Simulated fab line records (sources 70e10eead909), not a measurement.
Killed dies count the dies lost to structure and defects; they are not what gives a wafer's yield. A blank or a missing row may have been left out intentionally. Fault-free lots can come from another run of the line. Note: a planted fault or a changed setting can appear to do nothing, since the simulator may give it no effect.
Matching of chambers :: flow nand-harc :: rie-diel-05 running NHARC_P_BONDPAD_DESCUM_11: 4 sister chambers
The step chemistry O2, time 3 s. 16 wafers are shown with their chamber, then 8 later ones without.

WAFERS PAIRED WITH THEIR CHAMBERS
wafer: L076.1
chamber: 2
drypump-motor-current-A (A): 6.09
oes-product-au (a.u.): 1.000
throttle-valve-pct (%): 11.309

wafer: L076.2
chamber: 3
drypump-motor-current-A (A): 6.31
oes-product-au (a.u.): 1.018
throttle-valve-pct (%): 11.303

wafer: L076.3
chamber: 0
drypump-motor-current-A (A): 5.54
oes-product-au (a.u.): 0.997
throttle-valve-pct (%): 11.301

wafer: L079.3
chamber: 2
drypump-motor-current-A (A): 6.19
oes-product-au (a.u.): 1.013
throttle-valve-pct (%): 11.311

wafer: L079.4
chamber: 1
drypump-motor-current-A (A): 5.74
oes-product-au (a.u.): 0.988
throttle-valve-pct (%): 11.325

wafer: L079.5
chamber: 1
drypump-motor-current-A (A): 5.75
oes-product-au (a.u.): 0.982
throttle-valve-pct (%): 11.308

wafer: L078.2
chamber: 0
drypump-motor-current-A (A): 5.55
oes-product-au (a.u.): 0.993
throttle-valve-pct (%): 11.316

wafer: L078.4
chamber: 1
drypump-motor-current-A (A): 5.74
oes-product-au (a.u.): 0.984
throttle-valve-pct (%): 11.328

wafer: L078.5
chamber: 2
drypump-motor-current-A (A): 6.10
oes-product-au (a.u.): 1.005
throttle-valve-pct (%): 11.301

wafer: L081.1
chamber: 1
drypump-motor-current-A (A): 5.74
oes-product-au (a.u.): 0.990
throttle-valve-pct (%): 11.307

wafer: L081.3
chamber: 2
drypump-motor-current-A (A): 6.09
oes-product-au (a.u.): 0.999
throttle-valve-pct (%): 11.331

wafer: L081.4
chamber: 3
drypump-motor-current-A (A): 6.29
oes-product-au (a.u.): 1.001
throttle-valve-pct (%): 11.299

wafer: L082.1
chamber: 2
drypump-motor-current-A (A): 6.12
oes-product-au (a.u.): 1.001
throttle-valve-pct (%): 11.309

wafer: L082.5
chamber: 1
drypump-motor-current-A (A): 5.73
oes-product-au (a.u.): 0.998
throttle-valve-pct (%): 11.316

wafer: L082.6
chamber: 0
drypump-motor-current-A (A): 5.53
oes-product-au (a.u.): 1.002
throttle-valve-pct (%): 11.319

wafer: L083.1
chamber: 3
drypump-motor-current-A (A): 6.33
oes-product-au (a.u.): 1.014
throttle-valve-pct (%): 11.296

SIGNATURES (averages over the wafers above)
reading: drypump-motor-current-A
chamber 0: 5.5400
chamber 1: 5.7400
chamber 2: 6.1180
chamber 3: 6.3100
scatter within a chamber: 0.0263

reading: oes-product-au
chamber 0: 0.99733
chamber 1: 0.98840
chamber 2: 1.00360
chamber 3: 1.01100
scatter within a chamber: 0.00636

reading: throttle-valve-pct
chamber 0: 11.31200
chamber 1: 11.31680
chamber 2: 11.31220
chamber 3: 11.29933
scatter within a chamber: 0.00948
Rule: for a wafer and a chamber, the distance is found by dividing, reading by reading, the gap between the wafer's reading and the chamber's mean by the reading's scatter, squaring, summing and taking the root. The wafer belongs to the nearest chamber; if the next one is less than 2 further off, it can't be placed. How the scatter is found: for the shown wafers, subtract from each reading the mean of its chamber, square and add these, divide the total by (wafers less chambers), then take the root.

WAFERS WITHOUT THEIR CHAMBER
wafer: L083.5
drypump-motor-current-A (A): 6.34
oes-product-au (a.u.): 1.021
throttle-valve-pct (%): 11.318

wafer: L083.6
drypump-motor-current-A (A): 5.53
oes-product-au (a.u.): 1.014
throttle-valve-pct (%): 11.312

wafer: L094.1
drypump-motor-current-A (A): 6.10
oes-product-au (a.u.): 1.026
throttle-valve-pct (%): 11.303

wafer: L094.3
drypump-motor-current-A (A): 6.29
oes-product-au (a.u.): 1.010
throttle-valve-pct (%): 11.300

wafer: L094.4
drypump-motor-current-A (A): 5.71
oes-product-au (a.u.): 1.009
throttle-valve-pct (%): 11.327

wafer: L096.1
drypump-motor-current-A (A): 6.32
oes-product-au (a.u.): 1.004
throttle-valve-pct (%): 11.301

wafer: L096.4
drypump-motor-current-A (A): 6.13
oes-product-au (a.u.): 1.003
throttle-valve-pct (%): 11.304

wafer: L096.6
drypump-motor-current-A (A): 6.32
oes-product-au (a.u.): 1.010
throttle-valve-pct (%): 11.319

WHICH CHAMBER EACH ONE RAN IN
wafer: L083.5
from the rows above: 3
in truth: 3

wafer: L083.6
from the rows above: 0
in truth: 0

wafer: L094.1
from the rows above: 2
in truth: 2

wafer: L094.3
from the rows above: 3
in truth: 3

wafer: L094.4
from the rows above: 1
in truth: 1

wafer: L096.1
from the rows above: 3
in truth: 3

wafer: L096.4
from the rows above: 2
in truth: 2

wafer: L096.6
from the rows above: 3
in truth: 3
Correct placement for 8 of the 8. From these rows, 0 cannot be placed. Number placed wrongly: 0.
